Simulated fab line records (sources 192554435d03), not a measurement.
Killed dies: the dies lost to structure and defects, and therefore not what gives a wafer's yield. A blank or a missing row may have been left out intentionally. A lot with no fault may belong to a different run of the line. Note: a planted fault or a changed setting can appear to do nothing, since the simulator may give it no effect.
Chamber matching    flow n5_finfet    N5_GATE_CUT_STRIP_59 on rie_diel-02 has 4 sister chambers
The step strips in N2/H2, time 20 s. 8 wafers are shown with their chamber, then 8 later ones without.

## WAFERS PAIRED WITH THEIR CHAMBERS
wafer   chamber  showerhead_plenum_p_Torr (Torr)  drypump_motor_current_A (A)
L074.3  1        3.47                             4.9
L082.5  0        3.23                             5.4
L083.5  2        3.37                             5.6
L083.6  3        3.53                             5.2
L085.3  3        3.52                             5.2
L085.5  0        3.22                             5.4
L085.6  1        3.46                             5.0
L087.2  2        3.36                             5.6

## WAFERS WITHOUT THEIR CHAMBER
wafer   showerhead_plenum_p_Torr (Torr)  drypump_motor_current_A (A)
L087.3  3.45                             4.9
L087.5  3.36                             5.6
L094.1  3.36                             5.6
L094.5  3.63                             5.4
L094.6  3.36                             5.6
L097.1  3.35                             5.6
L097.2  3.62                             5.4
L097.3  3.45                             4.9

## EACH ONE'S CHAMBER
wafer    from the rows above   in truth
L087.3   1                     1
L087.5   2                     2
L094.1   2                     2
L094.5   3                     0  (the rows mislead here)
L094.6   2                     2
L097.1   2                     2
L097.2   3                     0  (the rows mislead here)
L097.3   1                     1
6 of 8 placed correctly. Can't be placed from these rows: 0. 2 placed wrongly.
How it was worked out, from the rows above alone: a wafer's distance from a chamber is the root of the sum, over the readings, of the square of ((its reading less the chamber's mean) divided by the reading's scatter). If the next closest chamber is less than 2 further off than the closest, the wafer can't be placed; otherwise it belongs to the closest. For every chamber, the mean is computed from those of its wafers that are shown. The scatter: the root of (the sum of the squares of (reading less its chamber's mean) over the shown wafers, divided by (wafers less chambers)).
